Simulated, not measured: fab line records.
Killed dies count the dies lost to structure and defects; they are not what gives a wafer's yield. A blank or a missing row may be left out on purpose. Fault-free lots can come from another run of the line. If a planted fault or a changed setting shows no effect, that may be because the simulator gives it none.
Matching of chambers || flow n5 finfet || N5_BEOL_M4_ETCH_64 on rie diel-01 has 4 sister chambers
The step etches SOC in N2/H2, target depth 75 nm, overetch 22.5 nm, time 121.9 s. 8 wafers are shown with their chamber, then 7 later ones without.

## WAFERS PAIRED WITH THEIR CHAMBERS
{"wafer": "L075.5", "chamber": 2, "drypump motor current A (A)": 5.1, "showerhead plenum p Torr (Torr)": 2.67}
{"wafer": "L080.3", "chamber": 0, "drypump motor current A (A)": 5.6, "showerhead plenum p Torr (Torr)": 2.50}
{"wafer": "L080.4", "chamber": 3, "drypump motor current A (A)": 6.5, "showerhead plenum p Torr (Torr)": 2.69}
{"wafer": "L085.1", "chamber": 1, "drypump motor current A (A)": 5.7, "showerhead plenum p Torr (Torr)": 2.49}
{"wafer": "L085.4", "chamber": 3, "drypump motor current A (A)": 6.5, "showerhead plenum p Torr (Torr)": 2.69}
{"wafer": "L085.5", "chamber": 0, "drypump motor current A (A)": 5.6, "showerhead plenum p Torr (Torr)": 2.50}
{"wafer": "L086.2", "chamber": 2, "drypump motor current A (A)": 5.1, "showerhead plenum p Torr (Torr)": 2.66}
{"wafer": "L086.4", "chamber": 1, "drypump motor current A (A)": 5.8, "showerhead plenum p Torr (Torr)": 2.49}

## WAFERS WHOSE CHAMBER IS MISSING
{"wafer": "L086.6", "drypump motor current A (A)": 5.7, "showerhead plenum p Torr (Torr)": 2.50}
{"wafer": "L091.3", "drypump motor current A (A)": 6.5, "showerhead plenum p Torr (Torr)": 2.68}
{"wafer": "L091.4", "drypump motor current A (A)": 5.6, "showerhead plenum p Torr (Torr)": 2.49}
{"wafer": "L091.6", "drypump motor current A (A)": 5.1, "showerhead plenum p Torr (Torr)": 2.66}
{"wafer": "L095.1", "drypump motor current A (A)": 5.8, "showerhead plenum p Torr (Torr)": 2.48}
{"wafer": "L095.4", "drypump motor current A (A)": 5.6, "showerhead plenum p Torr (Torr)": 2.49}
{"wafer": "L095.5", "drypump motor current A (A)": 5.6, "showerhead plenum p Torr (Torr)": 2.49}

## WHICH CHAMBER EACH WENT THROUGH
{"wafer": "L086.6", "from the rows above": "can't be placed: 0 or 1", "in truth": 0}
{"wafer": "L091.3", "from the rows above": 3, "in truth": 3}
{"wafer": "L091.4", "from the rows above": "can't be placed: 0 or 1", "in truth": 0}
{"wafer": "L091.6", "from the rows above": 2, "in truth": 2}
{"wafer": "L095.1", "from the rows above": 1, "in truth": 1}
{"wafer": "L095.4", "from the rows above": "can't be placed: 0 or 1", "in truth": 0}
{"wafer": "L095.5", "from the rows above": "can't be placed: 0 or 1", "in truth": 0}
Placed correctly: 3 of 7. Can't be placed from these rows: 4 (the true chamber is among the candidates in 4). Placed wrongly: 0.
How it was worked out, from the rows above alone: a wafer's distance from a chamber is the root of the sum, over the readings, of the square of ((its reading less the chamber's mean) divided by the reading's scatter). If the next closest chamber is less than 2 further off than the closest, the wafer can't be placed; otherwise it belongs to the closest. Each chamber's mean is taken over the wafers shown for it. The scatter is the square root of a quotient: the sum, over the shown wafers, of each reading's squared deviation from its chamber's mean, divided by wafers minus chambers.
